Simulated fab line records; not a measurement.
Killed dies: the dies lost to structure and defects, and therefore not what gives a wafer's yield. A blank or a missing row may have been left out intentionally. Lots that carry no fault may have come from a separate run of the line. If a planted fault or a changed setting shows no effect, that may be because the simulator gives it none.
fab line records	flow n5-finfet
record lots=24	wafers=72	last-day=17
route steps=1938 shown BEOL_M4@1081 BEOL_M5@1173 BEOL_M6@1210
lots that met no fault: taken from a fault-free run of the same line
start-h: hours from the record's first day to the start of the lot's first wafer shown	wait-h: time in hours since the lot's previous step	" unchanged from the row above	L1.1+2: one row covering several wafers at once	- no value, or no start was given	* or withheld: withheld	< > ~ a bound
route shown NAME@n: names a module that has steps shown in the file, with the first one's number in the route	usual: mean/standard deviation taken from wafers without a fault	same: alike in all rows	chamber/n: place in a boat	sites: readings site by site	_std_site: standard deviation of those values	_edge_site: the outer-site mean with the inner-site mean subtracted	radius-mm: for every site, how far away it sits from the centre of the wafer	mask NAME#n: copy n	behind: the last tool/chamber to shape the wafer	hold: the reason the lot was held/the length of the hold in hours/how it ended	device: the transistor (n, p or np) that didn't switch	end of line: the same wafers' tests at the end of the route	where a step has no rows: the recipe by itself	killed: the dies lost at the first sort to structure and to defects; this is not the yield of the wafer	map: dies across one wafer; x = killed, . = not, _ = none there
set.NAME: the setting that was run; set.NAME@STEP: the one run at that earlier step	model.NAME: the simulator's own value behind a step, which no gauge read
a sample of lots followed through the steps of the route, with each step as a table and each wafer as a row
services: the hour from which a tool's chamber was out of use, counted from the record's first day as start-h (under 0 if before that day), plus the number of hours and why
## steps
# step N5_BEOL_M4_ALD_84
# recipe material=TaN	target-thk-a=*	temp-c=275	ald-precursor-family=PDMAT	ald-co-reactant=NH3	pressure-torr=3	carrier-flow-sccm=1500	pulse-time-s=2	purge-time-s=3	co-reactant-purge-time-s=2	co-reactant-pulse-time-s=3	ald-cycles=30	precursor-vessel-temp-c=75	precursor-vessel-pressure-torr=26.25	precursor-vessel-carrier-sccm=1000
# usual heater-power-outer-w=237/29	heater-power-w=435/49	susceptor-temp-C=275.03/0.18
lot.wafer	tool	chamber	start-h	wait-h	heater-power-outer-w	heater-power-w	susceptor-temp-C
L075.2	ald-metal-03	2	172.05	0.0	221	378	274.94
L075.5	"	2	"	"	220	379	274.72
L075.6	"	1	"	"	269	422	275.15
L077.3	ald-metal-03	0	173.84	0.0	261	533	275.06
L077.5	"	0	"	"	259	527	274.90
L077.6	"	3	"	"	242	466	275.02
L074.1	ald-metal-01	3	173.98	0.0	196	394	275.11
L074.2	"	0	"	"	230	457	275.20
L074.3	"	2	"	"	228	394	275.21
L076.3	ald-metal-03	1	177.03	0.0	260	430	274.80
L076.4	"	2	"	"	216	396	275.28
L076.5	"	3	"	"	247	452	275.00
L078.2	ald-metal-03	0	189.69	0.1	265	513	274.98
L078.3	"	3	"	"	250	460	275.18
L078.4	"	1	"	"	261	425	275.26
L079.1	ald-metal-01	2	195.70	0.1	223	403	275.13
L079.3	"	0	"	"	233	446	275.14
L079.4	"	3	"	"	199	380	274.98
L080.2	ald-metal-02	0	197.18	0.0	272	469	274.73
L080.4	"	1	"	"	266	481	275.24
L080.6	"	1	"	"	267	469	275.21
L081.2	ald-metal-02	0	205.59	0.0	274	489	274.77
L081.5	"	2	"	"	249	439	275.23
L081.6	"	1	"	"	266	472	275.01
L082.1	ald-metal-02	0	213.43	0.3	270	487	274.84
L082.4	"	3	"	"	215	387	274.85
L082.5	"	0	"	"	281	486	274.91
L083.1	ald-metal-03	1	227.64	0.1	261	436	274.85
L083.4	"	3	"	"	246	456	275.00
L083.6	"	0	"	"	261	516	274.78
L084.1	ald-metal-02	3	233.91	0.1	216	375	275.04
L084.3	"	2	"	"	252	440	274.87
L084.4	"	0	"	"	286	485	275.21
L086.1	ald-metal-01	3	233.97	0.0	203	389	274.87
L086.2	"	2	"	"	233	405	275.60
L086.4	"	1	"	"	181	355	275.04
L085.3	ald-metal-01	2	240.13	0.0	234	405	275.09
L085.5	"	2	"	"	235	394	274.93
L085.6	"	3	"	"	202	388	274.91
L087.1	ald-metal-03	2	251.46	0.1	219	387	275.13
L087.3	"	3	"	"	246	457	274.96
L087.6	"	3	"	"	251	465	274.94
L088.1	ald-metal-02	0	257.90	0.1	277	484	274.94
L088.2	"	1	"	"	269	464	274.80
L088.4	"	3	"	"	218	390	275.02
L090.3	ald-metal-01	3	262.45	0.1	201	389	275.28
L090.4	"	1	"	"	180	357	274.82
L090.6	"	2	"	"	228	401	275.31
L092.2	ald-metal-01	2	270.80	0.0	226	402	275.03
L092.3	"	0	"	"	227	453	274.81
L092.4	"	3	"	"	197	389	275.00
L089.1	ald-metal-02	0	278.20	0.1	277	482	274.88
L089.2	"	1	"	"	263	463	275.02
L089.4	"	2	"	"	255	451	274.78
L091.2	ald-metal-01	0	278.30	0.1	232	450	274.99
L091.3	"	3	"	"	202	392	274.81
L091.5	"	2	"	"	224	390	274.96
L093.4	ald-metal-02	3	286.36	0.0	215	393	275.11
L093.5	"	1	"	"	263	475	274.70
L093.6	"	2	"	"	255	441	275.26
L095.3	ald-metal-02	0	294.39	0.0	274	481	275.17
L095.4	"	3	"	"	208	386	274.93
L095.5	"	0	"	"	281	478	274.99
L094.1	ald-metal-03	0	294.99	0.0	263	512	274.98
L094.3	"	3	"	"	246	458	274.93
L094.5	"	3	"	"	250	451	275.00
L096.3	ald-metal-01	1	301.75	0.0	181	356	275.46
L096.5	"	2	"	"	231	403	275.07
L096.6	"	3	"	"	200	382	275.17
L097.1	ald-metal-03	2	312.30	0.1	219	386	274.92
L097.3	"	3	"	"	241	460	274.87
L097.5	"	2	"	"	211	382	274.95
# step N5_BEOL_M5_SURFACE_TREAT_87
# recipe gas=Ar	time-s=*	ion-energy-ev=*	ion-current-ma-cm2=0.5	pressure-mtorr=*	ar-flow-sccm=30
# usual throttle-valve-pct=*
# same time-s=*
lot.wafer	tool	chamber	start-h	wait-h	throttle-valve-pct
L075.2	pvd-sputter-02	-	180.33	0.3	*
L075.5	"	-	"	"	*
L075.6	"	-	"	"	*
L077.3	pvd-sputter-03	-	184.14	0.3	*
L077.5	"	-	"	"	*
L077.6	"	-	"	"	*
L074.1	pvd-sputter-03	-	184.22	0.2	*
L074.2	"	-	"	"	*
L074.3	"	-	"	"	*
L076.3	pvd-sputter-02	-	186.33	0.2	*
L076.4	"	-	"	"	*
L076.5	"	-	"	"	*
L080.2	pvd-sputter-02	-	206.57	0.5	*
L080.4	"	-	"	"	*
L080.6	"	-	"	"	*
L078.2	pvd-sputter-03	-	208.21	0.1	*
L078.3	"	-	"	"	*
L078.4	"	-	"	"	*
L079.1	pvd-sputter-01	-	208.34	0.2	*
L079.3	"	-	"	"	*
L079.4	"	-	"	"	*
L081.2	pvd-sputter-01	-	219.28	0.1	*
L081.5	"	-	"	"	*
L081.6	"	-	"	"	*
L082.1	pvd-sputter-01	-	226.56	1.7	*
L082.4	"	-	"	"	*
L082.5	"	-	"	"	*
L083.1	pvd-sputter-03	-	236.67	0.2	*
L083.4	"	-	"	"	*
L083.6	"	-	"	"	*
L084.1	pvd-sputter-01	-	242.95	0.2	*
L084.3	"	-	"	"	*
L084.4	"	-	"	"	*
L086.1	pvd-sputter-01	-	243.28	0.1	*
L086.2	"	-	"	"	*
L086.4	"	-	"	"	*
L085.3	pvd-sputter-03	-	251.76	0.2	*
L085.5	"	-	"	"	*
L085.6	"	-	"	"	*
L087.1	pvd-sputter-02	-	260.79	0.4	*
L087.3	"	-	"	"	*
L087.6	"	-	"	"	*
L088.1	pvd-sputter-03	-	270.74	0.1	*
L088.2	"	-	"	"	*
L088.4	"	-	"	"	*
L090.3	pvd-sputter-02	-	273.24	1.7	*
L090.4	"	-	"	"	*
L090.6	"	-	"	"	*
L092.2	pvd-sputter-02	-	280.18	0.1	*
L092.3	"	-	"	"	*
L092.4	"	-	"	"	*
L089.1	pvd-sputter-03	-	286.91	0.1	*
L089.2	"	-	"	"	*
L089.4	"	-	"	"	*
L091.2	pvd-sputter-02	-	286.99	0.1	*
L091.3	"	-	"	"	*
L091.5	"	-	"	"	*
L093.4	pvd-sputter-01	-	295.19	0.2	*
L093.5	"	-	"	"	*
L093.6	"	-	"	"	*
L095.3	pvd-sputter-03	-	304.12	1.3	*
L095.4	"	-	"	"	*
L095.5	"	-	"	"	*
L094.1	pvd-sputter-02	-	306.22	0.2	*
L094.3	"	-	"	"	*
L094.5	"	-	"	"	*
L096.3	pvd-sputter-03	-	311.33	0.2	*
L096.5	"	-	"	"	*
L096.6	"	-	"	"	*
L097.1	pvd-sputter-03	-	325.60	0.2	*
L097.3	"	-	"	"	*
L097.5	"	-	"	"	*
# step N5_BEOL_M5_ANNEAL_49
# recipe temp-c=400	time-s=1800	ambient=vacuum
# usual heater-power-w=817/82	susceptor-temp-C=400.00/0.23
# same time-s=1800
lot.wafer	tool	chamber	start-h	wait-h	heater-power-w	susceptor-temp-C
L075.2	pvd-sputter-02	-	180.66	0.0	720	399.69
L075.5	"	-	"	"	750	400.16
L075.6	"	-	"	"	804	399.81
L077.3	pvd-sputter-01	-	184.50	0.0	827	400.50
L077.5	"	-	"	"	839	399.86
L077.6	"	-	"	"	839	400.42
L074.1	pvd-sputter-03	-	184.68	0.0	746	399.94
L074.2	"	-	"	"	1028	399.93
L074.3	"	-	"	"	765	400.32
L076.3	pvd-sputter-02	-	186.97	0.0	880	400.19
L076.4	"	-	"	"	730	400.13
L076.5	"	-	"	"	956	400.05
L080.2	pvd-sputter-02	-	206.87	0.0	765	400.14
L080.4	"	-	"	"	795	400.13
L080.6	"	-	"	"	706	399.97
L078.2	pvd-sputter-03	-	208.56	0.0	777	399.65
L078.3	"	-	"	"	1034	400.22
L078.4	"	-	"	"	768	400.12
L079.1	pvd-sputter-01	-	211.83	3.1	780	400.16
L079.3	"	-	"	"	825	400.26
L079.4	"	-	"	"	815	399.98
L081.2	pvd-sputter-02	-	219.58	0.0	736	399.65
L081.5	"	-	"	"	923	400.25
L081.6	"	-	"	"	744	400.34
L082.1	pvd-sputter-01	-	226.86	0.0	755	400.00
L082.4	"	-	"	"	839	399.92
L082.5	"	-	"	"	773	399.65
L083.1	pvd-sputter-03	-	236.96	0.0	765	400.36
L083.4	"	-	"	"	751	400.40
L083.6	"	-	"	"	791	400.28
L084.1	pvd-sputter-02	-	243.32	0.0	743	399.68
L084.3	"	-	"	"	886	399.82
L084.4	"	-	"	"	739	399.86
L086.1	pvd-sputter-01	-	243.70	0.0	778	400.22
L086.2	"	-	"	"	835	400.07
L086.4	"	-	"	"	856	400.13
L085.3	pvd-sputter-01	-	252.82	0.0	777	399.87
L085.5	"	-	"	"	821	400.29
L085.6	"	-	"	"	827	399.73
L087.1	pvd-sputter-03	-	261.12	0.0	766	399.74
L087.3	"	-	"	"	790	399.68
L087.6	"	-	"	"	772	400.00
L088.1	pvd-sputter-03	-	271.10	0.0	776	400.01
L088.2	"	-	"	"	782	400.15
L088.4	"	-	"	"	1066	400.38
L090.3	pvd-sputter-01	-	273.65	0.0	856	399.96
L090.4	"	-	"	"	829	400.24
L090.6	"	-	"	"	854	400.01
L092.2	pvd-sputter-02	-	280.74	0.0	719	399.44
L092.3	"	-	"	"	807	400.20
L092.4	"	-	"	"	914	399.87
L089.1	pvd-sputter-02	-	287.32	0.0	713	400.00
L089.2	"	-	"	"	743	400.14
L089.4	"	-	"	"	821	399.99
L091.2	pvd-sputter-03	-	289.01	0.0	1026	400.34
L091.3	"	-	"	"	780	399.64
L091.5	"	-	"	"	766	399.91
L093.4	pvd-sputter-01	-	295.51	0.0	846	399.92
L093.5	"	-	"	"	774	399.80
L093.6	"	-	"	"	814	399.46
L095.3	pvd-sputter-01	-	304.73	0.0	794	399.75
L095.4	"	-	"	"	820	400.27
L095.5	"	-	"	"	813	400.52
L094.1	pvd-sputter-03	-	306.60	0.0	804	399.91
L094.3	"	-	"	"	759	400.14
L094.5	"	-	"	"	819	399.80
L096.3	pvd-sputter-03	-	311.77	0.0	1029	399.93
L096.5	"	-	"	"	784	399.93
L096.6	"	-	"	"	764	400.16
L097.1	pvd-sputter-03	-	325.96	0.0	789	399.66
L097.3	"	-	"	"	758	400.14
L097.5	"	-	"	"	770	399.93
# step N5_BEOL_M5_THK_MEAS_53
# recipe thk-meas-gauge=xrf	reads=Cu_of_BEOL_M5_ECD_50
# usual M5_THK=60.8/1.9
lot.wafer	tool	chamber	start-h	wait-h	M5_THK[nm]
L075.2	film-metro-01	-	185.73	-	63.1
L075.5	"	-	"	"	62.5
L075.6	"	-	"	"	59.5
L074.1	film-metro-01	-	189.74	-	60.6
L074.2	"	-	"	"	61.5
L074.3	"	-	"	"	59.8
L077.3	film-metro-01	-	189.97	-	57.3
L077.5	"	-	"	"	57.0
L077.6	"	-	"	"	58.4
L076.3	film-metro-02	-	192.03	-	59.7
L076.4	"	-	"	"	61.6
L076.5	"	-	"	"	58.1
L080.2	film-metro-02	-	212.20	-	59.0
L080.4	"	-	"	"	59.8
L080.6	"	-	"	"	60.7
L078.2	film-metro-02	-	214.25	-	61.0
L078.3	"	-	"	"	58.7
L078.4	"	-	"	"	59.3
L079.1	film-metro-02	-	216.89	-	62.6
L079.3	"	-	"	"	62.8
L079.4	"	-	"	"	58.6
L081.2	film-metro-01	-	224.66	-	60.0
L081.5	"	-	"	"	58.2
L081.6	"	-	"	"	58.4
L082.1	film-metro-02	-	233.90	-	59.9
L082.4	"	-	"	"	60.6
L082.5	"	-	"	"	60.4
L083.1	film-metro-01	-	242.02	-	60.2
L083.4	"	-	"	"	60.2
L083.6	"	-	"	"	60.0
L084.1	film-metro-02	-	248.71	-	59.0
L084.3	"	-	"	"	57.6
L084.4	"	-	"	"	60.7
L086.1	film-metro-01	-	249.16	-	62.3
L086.2	"	-	"	"	61.5
L086.4	"	-	"	"	57.7
L085.3	film-metro-02	-	258.03	-	60.9
L085.5	"	-	"	"	61.3
L085.6	"	-	"	"	62.0
L087.1	film-metro-02	-	270.22	-	61.0
L087.3	"	-	"	"	59.7
L087.6	"	-	"	"	62.4
L088.1	film-metro-02	-	276.16	-	59.9
L088.2	"	-	"	"	61.8
L088.4	"	-	"	"	60.6
L090.3	film-metro-02	-	278.71	-	60.8
L090.4	"	-	"	"	60.5
L090.6	"	-	"	"	62.9
L092.2	film-metro-02	-	285.80	-	62.3
L092.3	"	-	"	"	63.9
L092.4	"	-	"	"	59.2
L089.1	film-metro-02	-	292.38	-	61.4
L089.2	"	-	"	"	61.8
L089.4	"	-	"	"	63.0
L091.2	film-metro-01	-	294.26	-	59.3
L091.3	"	-	"	"	63.4
L091.5	"	-	"	"	58.5
L093.4	film-metro-01	-	300.67	-	60.4
L093.5	"	-	"	"	61.9
L093.6	"	-	"	"	59.7
L095.3	film-metro-01	-	310.37	-	63.4
L095.4	"	-	"	"	63.0
L095.5	"	-	"	"	62.2
L094.1	film-metro-02	-	311.66	-	62.3
L094.3	"	-	"	"	63.1
L094.5	"	-	"	"	64.2
L096.3	film-metro-01	-	316.83	-	58.6
L096.5	"	-	"	"	63.1
L096.6	"	-	"	"	57.5
L097.1	film-metro-02	-	331.02	-	60.0
L097.3	"	-	"	"	58.1
L097.5	"	-	"	"	59.5
# step N5_BEOL_M5_CO_CAP_78
# recipe material=Co	target-thk-a=20	temp-c=200	precursor=CCTBA/H2	pressure-torr=30	time-s=102.1
# usual heater-power-outer-w=124/15	heater-power-w=236/27	susceptor-temp-C=199.97/0.17
# same time-s=102.1
lot.wafer	tool	chamber	start-h	wait-h	heater-power-outer-w	heater-power-w	susceptor-temp-C
L075.2	cvd-co-02	0	185.80	0.0	154	293	200.07
L075.5	"	2	"	"	116	222	199.83
L075.6	"	1	"	"	111	220	199.78
L074.1	cvd-co-01	2	189.82	0.0	129	233	199.86
L074.2	"	0	"	"	112	216	200.23
L074.3	"	1	"	"	123	244	200.27
L077.3	cvd-co-01	0	190.07	0.0	111	211	199.80
L077.5	"	2	"	"	125	232	200.11
L077.6	"	0	"	"	111	213	199.86
L076.3	cvd-co-01	2	192.11	0.0	126	232	200.09
L076.4	"	2	"	"	125	235	200.23
L076.5	"	1	"	"	124	243	199.93
L080.2	cvd-co-02	0	212.28	0.0	152	290	199.86
L080.4	"	0	"	"	155	292	199.89
L080.6	"	2	"	"	117	221	199.73
L078.2	cvd-co-01	2	214.33	0.0	125	231	200.00
L078.3	"	0	"	"	111	210	199.83
L078.4	"	2	"	"	128	230	199.79
L079.1	cvd-co-01	1	216.97	0.0	125	242	199.97
L079.3	"	2	"	"	127	238	199.65
L079.4	"	2	"	"	125	231	199.90
L081.2	cvd-co-02	0	224.86	0.0	151	294	200.41
L081.5	"	0	"	"	152	287	200.28
L081.6	"	1	"	"	112	219	200.39
L082.1	cvd-co-01	1	233.97	0.0	124	245	200.04
L082.4	"	0	"	"	112	213	199.86
L082.5	"	2	"	"	123	235	199.91
L083.1	cvd-co-02	0	242.10	0.0	156	285	200.02
L083.4	"	2	"	"	117	220	199.69
L083.6	"	1	"	"	112	215	199.92
L084.1	cvd-co-02	1	248.79	0.0	113	215	199.96
L084.3	"	0	"	"	154	284	199.94
L084.4	"	1	"	"	114	214	199.72
L086.1	cvd-co-02	2	249.24	0.0	116	217	200.07
L086.2	"	1	"	"	113	215	200.10
L086.4	"	2	"	"	117	211	200.05
L085.3	cvd-co-02	0	258.11	0.0	154	289	199.84
L085.5	"	0	"	"	153	287	200.00
L085.6	"	1	"	"	113	224	199.84
L087.1	cvd-co-01	0	270.29	0.0	111	211	199.98
L087.3	"	1	"	"	122	237	200.06
L087.6	"	2	"	"	125	236	200.10
L088.1	cvd-co-02	0	276.23	0.0	153	290	199.53
L088.2	"	1	"	"	112	214	199.67
L088.4	"	0	"	"	156	290	199.96
L090.3	cvd-co-02	0	278.79	0.0	154	294	200.02
L090.4	"	1	"	"	114	219	199.80
L090.6	"	2	"	"	114	221	199.96
L092.2	cvd-co-01	0	285.88	0.0	107	208	200.20
L092.3	"	2	"	"	125	237	200.10
L092.4	"	1	"	"	123	244	199.99
L089.1	cvd-co-01	1	292.46	0.0	122	241	200.01
L089.2	"	0	"	"	110	214	200.15
L089.4	"	0	"	"	111	211	199.96
L091.2	cvd-co-01	2	294.41	0.0	125	233	199.88
L091.3	"	1	"	"	123	249	200.32
L091.5	"	1	"	"	121	237	200.09
L093.4	cvd-co-02	0	300.81	0.1	151	288	199.89
L093.5	"	1	"	"	111	214	200.00
L093.6	"	0	"	"	153	292	200.01
L095.3	cvd-co-02	2	310.45	0.0	118	217	199.68
L095.4	"	2	"	"	117	221	200.02
L095.5	"	1	"	"	114	213	199.50
L094.1	cvd-co-02	0	311.74	0.0	153	284	199.91
L094.3	"	1	"	"	112	216	200.30
L094.5	"	2	"	"	121	222	200.02
L096.3	cvd-co-01	2	316.92	0.0	127	233	199.91
L096.5	"	0	"	"	112	207	199.82
L096.6	"	2	"	"	125	235	200.04
L097.1	cvd-co-01	2	331.09	0.0	126	242	199.85
L097.3	"	0	"	"	111	215	199.91
L097.5	"	0	"	"	110	214	199.89
# step N5_BEOL_M6_DESCUM_16
# recipe chemistry=O2	time-s=7.9	source-power-w=50	bias-power-w=20	pressure-mtorr=20	rf-frequency-hz=2.712e+07	temp-c=40	resist=CAR-ArF	o2-flow-sccm=225
# usual drypump-motor-current-A=5.8/0.36	oes-product-au=0.82/0.083	rf-vpp-V=243.4/1.3	showerhead-plenum-p-Torr=2.10/0.081	throttle-valve-pct=20.28/0.13
# same time-s=7.9
lot.wafer	tool	chamber	start-h	wait-h	drypump-motor-current-A	oes-product-au	rf-hours-counter-h	rf-vpp-V	showerhead-plenum-p-Torr	throttle-valve-pct
L075.2	rie-diel-03	1	189.71	0.0	6.2	0.88	22	245.1	2.15	20.45
L075.5	"	3	"	"	6.1	0.85	-	244.7	2.11	20.30
L075.6	"	2	"	"	4.8	0.96	-	243.7	2.05	20.21
L074.1	rie-diel-03	1	194.11	0.3	6.2	0.89	24	243.8	2.15	20.47
L074.2	"	0	"	"	5.8	0.95	11	243.0	2.04	20.16
L074.3	"	2	"	"	4.8	0.95	2	244.1	2.05	20.20
L077.3	rie-diel-04	0	194.17	0.3	5.5	0.91	28	245.6	2.23	20.12
L077.5	"	1	"	"	5.7	0.75	-	243.7	2.18	20.37
L077.6	"	0	"	"	5.5	0.90	-	246.1	2.23	20.10
L076.3	rie-diel-02	3	194.63	0.3	6.3	0.72	206	245.0	2.15	20.08
L076.4	"	0	"	"	5.9	0.89	57	243.8	2.12	20.27
L076.5	"	3	"	"	6.3	0.72	-	244.4	2.15	20.10
L080.2	rie-diel-03	2	218.62	0.3	4.8	0.92	9	242.5	2.04	20.22
L080.4	"	1	"	"	6.2	0.87	31	243.6	2.15	20.48
L080.6	"	1	"	"	6.2	0.87	-	242.6	2.15	20.47
L078.2	rie-diel-02	1	218.86	0.1	5.6	0.67	250	241.5	1.97	20.50
L078.3	"	2	"	"	5.9	0.73	182	241.2	1.99	20.42
L078.4	"	0	"	"	5.9	0.88	65	243.2	2.11	20.27
L079.1	rie-diel-04	3	219.15	0.2	5.5	0.80	75	241.8	2.02	20.13
L079.3	"	0	"	"	5.6	0.89	39	245.1	2.22	20.14
L079.4	"	3	"	"	5.6	0.80	-	240.8	2.02	20.13
L081.2	rie-diel-04	3	228.09	0.6	5.6	0.81	79	242.1	2.01	20.13
L081.5	"	1	"	"	5.7	0.74	-	244.7	2.18	20.38
L081.6	"	0	"	"	5.5	0.87	-	244.5	2.22	20.13
L082.1	rie-diel-04	1	237.98	1.8	5.7	0.74	195	245.5	2.18	20.41
L082.4	"	3	"	"	5.5	0.80	-	242.4	2.01	20.15
L082.5	"	0	"	"	5.5	0.87	-	244.5	2.22	20.13
L083.1	rie-diel-02	2	243.67	0.0	5.9	0.72	193	241.3	1.99	20.43
L083.4	"	0	"	"	5.9	0.86	79	242.7	2.11	20.30
L083.6	"	2	"	"	5.9	0.72	-	243.8	1.99	20.45
L084.1	rie-diel-02	1	251.44	0.1	5.7	0.96	3	243.5	2.24	20.16
L084.3	"	2	"	"	5.9	0.72	195	243.0	1.99	20.42
L084.4	"	0	"	"	5.9	0.85	82	244.2	2.11	20.29
L086.1	rie-diel-04	1	251.54	0.1	5.7	0.74	201	243.5	2.18	20.40
L086.2	"	2	"	"	6.3	0.99	5	241.8	2.07	20.26
L086.4	"	3	"	"	5.5	0.79	88	242.3	2.01	20.14
L085.3	rie-diel-04	2	260.48	0.1	6.3	0.97	8	242.9	2.07	20.27
L085.5	"	0	"	"	5.5	0.85	-	245.6	2.21	20.17
L085.6	"	3	"	"	5.5	0.79	-	242.6	2.01	20.17
L087.1	rie-diel-03	3	271.69	0.0	6.1	0.81	89	244.4	2.10	20.34
L087.3	"	0	"	"	5.8	0.90	33	243.5	2.03	20.18
L087.6	"	3	"	"	6.1	0.82	-	243.7	2.10	20.35
L088.1	rie-diel-02	3	278.86	0.0	6.3	0.68	239	244.9	2.14	20.15
L088.2	"	2	"	"	5.9	0.71	204	243.2	1.98	20.45
L088.4	"	0	"	"	5.9	0.83	90	243.2	2.10	20.31
L090.3	rie-diel-04	0	281.92	0.0	5.5	0.84	69	244.2	2.21	20.18
L090.4	"	3	"	"	5.5	0.78	99	242.0	2.01	20.15
L090.6	"	2	"	"	6.3	0.94	-	242.9	2.07	20.28
L092.2	rie-diel-02	2	287.33	0.1	5.9	0.71	208	241.6	1.98	20.46
L092.3	"	3	"	"	6.3	0.69	242	242.2	2.14	20.15
L092.4	"	1	"	"	5.6	0.92	15	245.2	2.23	20.18
L089.1	rie-diel-04	0	294.78	0.0	5.5	0.84	73	245.2	2.21	20.16
L089.2	"	1	"	"	5.7	0.72	218	243.1	2.17	20.43
L089.4	"	3	"	"	5.5	0.78	103	242.2	2.01	20.17
L091.2	rie-diel-04	0	297.86	0.2	5.5	0.84	74	244.8	2.21	20.19
L091.3	"	3	"	"	5.5	0.78	105	243.8	2.01	20.18
L091.5	"	0	"	"	5.5	0.84	-	244.8	2.21	20.16
L093.4	rie-diel-03	0	302.46	0.0	5.7	0.88	44	242.3	2.03	20.19
L093.5	"	1	"	"	6.2	0.84	-	244.4	2.14	20.53
L093.6	"	0	"	"	5.7	0.88	-	242.7	2.03	20.20
L095.3	rie-diel-04	3	312.79	0.0	5.5	0.77	110	242.0	2.00	20.20
L095.4	"	0	"	"	5.5	0.82	81	242.9	2.21	20.19
L095.5	"	2	"	"	6.3	0.93	-	241.6	2.06	20.30
L094.1	rie-diel-04	2	315.53	0.1	6.3	0.92	27	242.8	2.06	20.31
L094.3	"	0	"	"	5.5	0.82	82	244.7	2.21	20.21
L094.5	"	0	"	"	5.5	0.83	-	244.6	2.21	20.19
L096.3	rie-diel-02	0	320.44	0.2	5.9	0.82	106	243.4	2.10	20.34
L096.5	"	0	"	"	5.9	0.82	-	243.5	2.10	20.32
L096.6	"	2	"	"	5.9	0.71	-	240.9	1.98	20.47
L097.1	rie-diel-03	0	333.58	0.3	5.8	0.86	54	242.4	2.02	20.21
L097.3	"	2	"	"	4.8	0.85	42	242.2	2.03	20.25
L097.5	"	1	"	"	6.2	0.81	-	241.7	2.14	20.54
## services
tool	chamber	start-h	hours	kind
cvd-co-01	-	161.67	2.8	pm
ald-metal-03	0	168.07	4.2	repair
cvd-co-01	-	184.46	0.6	repair
pvd-sputter-02	-	200.34	4.0	repair
ald-metal-02	-	205.81	2.8	pm
ald-metal-03	0	206.81	2.8	repair
rie-diel-03	-	212.07	0.1	repair
rie-diel-04	2	216.41	-	clean
rie-diel-04	2	216.41	-	consumable-replace:focus-ring
rie-diel-04	2	216.41	23.9	scheduled-down
rie-diel-04	2	216.41	23.9	vent-cycle
rie-diel-02	1	219.16	-	clean
rie-diel-02	1	219.16	-	consumable-replace:focus-ring
rie-diel-02	1	219.16	-	consumable-replace:showerhead
rie-diel-02	1	219.16	21.4	scheduled-down
rie-diel-02	1	219.16	21.4	vent-cycle
rie-diel-03	-	223.88	15.6	pm
rie-diel-04	3	238.86	7.2	repair
rie-diel-02	3	311.75	-	clean
rie-diel-02	3	311.75	-	consumable-replace:focus-ring
pvd-sputter-02	-	322.06	8.6	repair
cvd-co-02	-	326.71	1.1	repair
ald-metal-03	1	327.86	-	calibration
cvd-co-02	-	333.02	3.6	repair
## key
fault none
